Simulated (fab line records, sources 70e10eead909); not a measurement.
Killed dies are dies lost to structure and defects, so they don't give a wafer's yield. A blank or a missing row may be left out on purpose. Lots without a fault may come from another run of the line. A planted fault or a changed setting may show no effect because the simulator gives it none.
A struck lot beside a sound one | flow nand_harc | 14 steps out of a route of 1159
Sound: wafers L919.1, L919.2, L919.3. Struck: wafers L931.5, L931.6. (L931.1 of the same lot was not struck and is left out.) The cause comes at the end.
At each step with rows: each side's tool, then ch and its chambers, then its first start. Under that, the readings that differ: sound wafers | struck wafers | difference of the means | sigmas: that difference in standard deviations of wafers without a fault.
alike: readings whose means differ by less than 2 such deviations, and words and numbers that are the same on both sides. not compared: withheld readings, readings that some wafer has no value for, bounds like >300 that may hide the same value, and numbers for which the record gives no deviation and whose values overlap.
The two part at a step that has a row with sigmas, a row that says differs or no value, or rows on one side only. Numbers that don't overlap but have no deviation are shown without sigmas and don't part them. A reading that every wafer of one side lacks parts them only if that side has two wafers or more.

first, 2 steps without rows for these wafers: NHARC_A_SOURCE_PLATE_SRD_01; NHARC_A_SOURCE_PLATE_OXIDE_02 (material SiO2, target thk 10 nm, ox time 1362 s).
NHARC_A_SOURCE_PLATE_THK_MEAS_09: measures by ellipsometry.
  sound on film_metro-02, day 7 15:38; struck on film_metro-01, day 10 18:14
  alike: thk_nm
then, 3 steps without rows for these wafers: NHARC_A_SOURCE_PLATE_PVD_04 (deposits WSi2, target thk 50 nm); NHARC_A_SOURCE_PLATE_CVD_03 (deposits poly-Si, target thk 200 nm, time 4000 s); NHARC_A_SOURCE_PLATE_ANNEAL_05 (time 1800 s).
NHARC_A_SOURCE_PLATE_THK_MEAS_06: measures by ellipsometry.
  sound on film_metro-02, day 8 06:00; struck on film_metro-02, day 11 07:29
  alike: thk_nm
NHARC_A_SOURCE_PLATE_INSPECT_08:
  sound on defect_inspect-01, day 8 06:04; struck on defect_inspect-01, day 11 07:33
  reading          | sound      | struck | difference | sigmas
  raw_defect_count | 107 55 116 | 54 27  | -52        | -2
then, 1 step without rows for these wafers: NHARC_A_ONON_D1_DEP_00 (target thk 1000 nm).
NHARC_A_ONON_D1_THK_MEAS_02: measures by ellipsometry.
  sound on film_metro-01, day 8 06:38; struck on film_metro-01, day 11 08:08
  alike: thk_nm
NHARC_A_ONON_D1_DEP_03: target thk 1000 nm.
  sound on pecvd_onon-01 ch 0, day 8 06:41; struck on pecvd_onon-02 ch 0, day 11 08:19
  alike: susceptor_temp_C
NHARC_A_ONON_D1_THK_MEAS_05: measures by ellipsometry.
  sound on film_metro-02, day 8 07:12; struck on film_metro-02, day 11 08:50
  reading     | sound       | struck    | difference | sigmas
  thk_nm (nm) | 994 992 991 | 1562 1562 | +570       | +57
then, 1 step without rows for these wafers: NHARC_A_ONON_D1_DEP_06 (target thk 1000 nm).
-- the record jumps here: 11 days lie between the struck wafers' starts before and after (it left off in module A_ONON_D1 and takes up again in module END, whose first step shown is number 1159 of the route) --
NHARC_END_SORT_01:
  the record has rows for the struck wafers here (prober-02 ch 0, day 22 12:04) and none for the sound ones

WHERE THEY PART
First at NHARC_A_SOURCE_PLATE_INSPECT_08; last, within this record, at NHARC_END_SORT_01.

WHY: what the simulator had put in
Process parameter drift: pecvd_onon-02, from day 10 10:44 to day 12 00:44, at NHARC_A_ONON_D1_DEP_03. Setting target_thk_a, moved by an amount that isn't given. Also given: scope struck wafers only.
